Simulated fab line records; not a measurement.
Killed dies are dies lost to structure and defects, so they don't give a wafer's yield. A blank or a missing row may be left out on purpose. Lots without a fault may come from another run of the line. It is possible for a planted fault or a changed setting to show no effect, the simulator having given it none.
Matching of chambers ; flow n5-finfet ; N5_BEOL_M10_ETCH_61 on rie-diel-05: 4 sister chambers
The step etches SiARC in CF4, target depth 39 nm, time 65 s. 14 wafers are shown with their chamber, then 6 later ones without.

## WAFERS, EACH WITH ITS CHAMBER
wafer;chamber;drypump-motor-current-A (A);showerhead-plenum-p-Torr (Torr);throttle-valve-pct (%)
L668.3;3;6.3;2.18;15.40
L668.4;1;5.9;2.07;15.56
L668.5;2;5.8;2.08;15.70
L672.2;3;6.3;2.18;15.41
L672.3;0;5.7;2.15;15.29
L672.6;1;5.8;2.07;15.57
L680.1;0;5.7;2.15;15.33
L680.4;1;5.8;2.06;15.63
L680.6;1;5.8;2.06;15.61
L685.1;1;5.8;2.06;15.62
L685.3;2;5.8;2.07;15.75
L685.6;2;5.8;2.07;15.74
L687.4;0;5.7;2.15;15.34
L687.6;0;5.7;2.14;15.35

SIGNATURES (means of the wafers above)
reading;chamber 0;chamber 1;chamber 2;chamber 3;scatter within a chamber
drypump-motor-current-A;5.700;5.820;5.800;6.300;0.0283
showerhead-plenum-p-Torr;2.1475;2.0640;2.0733;2.1800;0.00512
throttle-valve-pct;15.3275;15.5980;15.7300;15.4050;0.0272
Rule: distance of a wafer from a chamber = root of the sum over the readings of ((wafer's reading minus chamber's mean) / reading's scatter) squared. If the next closest chamber is less than 2 further off than the closest, the wafer can't be placed; otherwise it belongs to the closest. The scatter: take each reading less its chamber's mean, square it, sum over the shown wafers, divide by the number of wafers less the number of chambers, and take the root.

## WAFERS WHOSE CHAMBER IS MISSING
wafer;drypump-motor-current-A (A);showerhead-plenum-p-Torr (Torr);throttle-valve-pct (%)
L689.2;5.9;2.06;15.66
L689.4;5.8;2.06;15.67
L689.5;5.8;2.07;15.80
L691.2;5.8;2.07;15.79
L691.3;6.3;2.17;15.50
L691.5;6.2;2.17;15.48

## WHICH CHAMBER EACH ONE RAN IN
wafer;from the rows above;in truth
L689.2;can't be placed: 1 or 2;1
L689.4;can't be placed: 1 or 2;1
L689.5;2;2
L691.2;2;2
L691.3;3;3
L691.5;3;3
4 of 6 placed correctly. Unplaceable from these rows: 2, with the true chamber sitting among the candidates in 2. Placed wrongly: 0.
